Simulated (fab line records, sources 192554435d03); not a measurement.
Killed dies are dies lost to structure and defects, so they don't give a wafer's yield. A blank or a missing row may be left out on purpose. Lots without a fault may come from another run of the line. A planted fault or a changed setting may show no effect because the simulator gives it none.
A struck lot beside a sound one | flow n5_finfet | 15 steps out of a route of 1938
Sound: wafers L943.2, L943.5, L943.6. Struck: wafer L947.4. (L947.6 of the same lot was not struck and is left out.) The cause comes at the end.
At each step with rows: each side's tool, then ch and its chambers, then its first start. Under that, the readings that differ: sound wafers | struck wafers | difference of the means | sigmas: that difference in standard deviations of wafers without a fault.
alike: readings whose means differ by less than 2 such deviations, and words and numbers that are the same on both sides. not compared: withheld readings, readings that some wafer has no value for, bounds like >300 that may hide the same value, and numbers for which the record gives no deviation and whose values overlap.
The two part at a step that has a row with sigmas, a row that says differs or no value, or rows on one side only. Numbers that don't overlap but have no deviation are shown without sigmas and don't part them. A reading that every wafer of one side lacks parts them only if that side has two wafers or more.

first, 1 step without rows for these wafers: N5_BEOL_M3_DEVELOP_27 (develop time 30 s).
N5_BEOL_M3_CD_MEAS_28: target cd 25.7 nm, target cd y 23.3 nm.
  sound on cd_sem-01 ch 0, day 9 14:28; struck on cd_sem-02 ch 0, day 10 19:05
  alike: cd_nm
N5_BEOL_M3_OVL_MEAS_29:
  sound on overlay-01 ch 0, day 9 14:30; struck on overlay-02 ch 0, day 10 19:07
  reading     | sound          | struck | difference | sigmas
  V2_OVL (nm) | -1.6 -1.0 -0.5 | 0.4    | +1.4       | +2
N5_BEOL_M3_INSPECT_30: inspects for defects (brightfield).
  sound on defect_inspect-02, day 9 14:34; struck on defect_inspect-02, day 10 19:10
  reading          | sound       | struck | difference | sigmas
  raw_defect_count | 385 511 763 | 373    | -180       | -2
N5_BEOL_M3_DESCUM_33: chemistry O2, time 7 s.
  sound on rie_diel-05 ch 0,1,3, day 9 14:36; struck on rie_diel-05 ch 0, day 10 19:11
  alike: drypump_motor_current_A, oes_product_au, rf_vpp_V, showerhead_plenum_p_Torr, throttle_valve_pct
  not compared: rf_hours_counter_h
N5_BEOL_M3_ETCH_77: etches underlayer in N2/H2, target depth 6.5 nm, time 5.2 s.
  sound on rie_diel-05 ch 0,1,3, day 9 14:38; struck on rie_diel-05 ch 0, day 10 19:14
  reading      | sound             | struck | difference | sigmas
  rf_vpp_V (V) | 526.3 528.0 527.3 | 522.7  | -4.5       | -2
  alike: drypump_motor_current_A, etch_rf_on_time_s, oes_product_au, showerhead_plenum_p_Torr, throttle_valve_pct
  not compared: rf_hours_counter_h
N5_BEOL_M3_ETCH_69: etches SiARC in CF4, target depth 15.6 nm, time 26 s.
  sound on rie_diel-05 ch 0,1,3, day 9 14:39; struck on rie_diel-05 ch 0, day 10 19:15
  alike: drypump_motor_current_A, etch_rf_on_time_s, oes_product_au, rf_vpp_V, showerhead_plenum_p_Torr, throttle_valve_pct
  not compared: rf_hours_counter_h
N5_BEOL_M3_ALD_98: deposits SiO2, target thk 2.5 nm, pulse time 1 s, co reactant pulse time 1 s.
  sound on ald_sin-03 ch 0,3, day 9 14:46; struck on ald_sin-04 ch 0, day 10 20:27
  alike: heater_power_w, precursor_pulse_height_rel
then, 1 step without rows for these wafers: N5_BEOL_M3_ETCHBACK_99 (etches SiO2 in CHF3, target depth 5 nm, time 10.4 s).
N5_BEOL_M3_ETCH_70: etches SOC in N2/H2, target depth 80 nm, overetch 16 nm, time 120 s.
  sound on rie_diel-04 ch 1,2, day 9 23:13; struck on rie_diel-04 ch 3, day 11 04:46
  alike: drypump_motor_current_A, oes_product_au, rf_vpp_V, showerhead_plenum_p_Torr, throttle_valve_pct
  not compared: rf_hours_counter_h
then, 2 steps without rows for these wafers: N5_BEOL_M3_STRIP_71 (strips in N2/H2); N5_BEOL_M3_STRIP_78 (strips in N2/H2).
N5_BEOL_M3_VIA_ETCH_34: etches the open film in C4F6/O2, target depth 69.4 nm, time 65.9 s.
  sound on rie_diel-04 ch 1,2, day 9 23:19; struck on rie_diel-04 ch 3, day 11 04:52
  reading                                  | sound             | struck | difference | sigmas
  oes_product_au (a.u.)                    | 0.74 0.75 0.73    | 0.94   | +0.20      | +4
  model.etch.depth_nm (nm)                 | 68.96 69.08 69.57 | 106.3  | +37.1      |
  model.SOC_of_BEOL_M3_COAT_67.thk_nm (nm) | 52.2 51.8 52.2    | 47.8   | -4.3       |
  alike: drypump_motor_current_A, rf_vpp_V, showerhead_plenum_p_Torr, throttle_valve_pct
  not compared: rf_hours_counter_h
then, 1 step without rows for these wafers: N5_BEOL_M3_STRIP_83 (strips in C4F6/O2).
N5_BEOL_M4_RC_MEAS_101:
  sound on prober-01 ch 0, day 10 18:37; struck on prober-02 ch 0, day 11 22:07
  reading       | sound             | struck | difference | sigmas
  ION_N (uA/um) | 665 657 657       | 678    | +18        | +2
  VT_N (mV)     | 250.6 254.9 253.1 | 246.5  | -6.4       | -2
  alike: DIBL_N, DIBL_P, IOFF_N, IOFF_P, ION_P, SS_N, SS_P, VT_P

WHERE THEY PART
First at N5_BEOL_M3_OVL_MEAS_29; last, within this record, at N5_BEOL_M4_RC_MEAS_101.

WHY: what the simulator had put in
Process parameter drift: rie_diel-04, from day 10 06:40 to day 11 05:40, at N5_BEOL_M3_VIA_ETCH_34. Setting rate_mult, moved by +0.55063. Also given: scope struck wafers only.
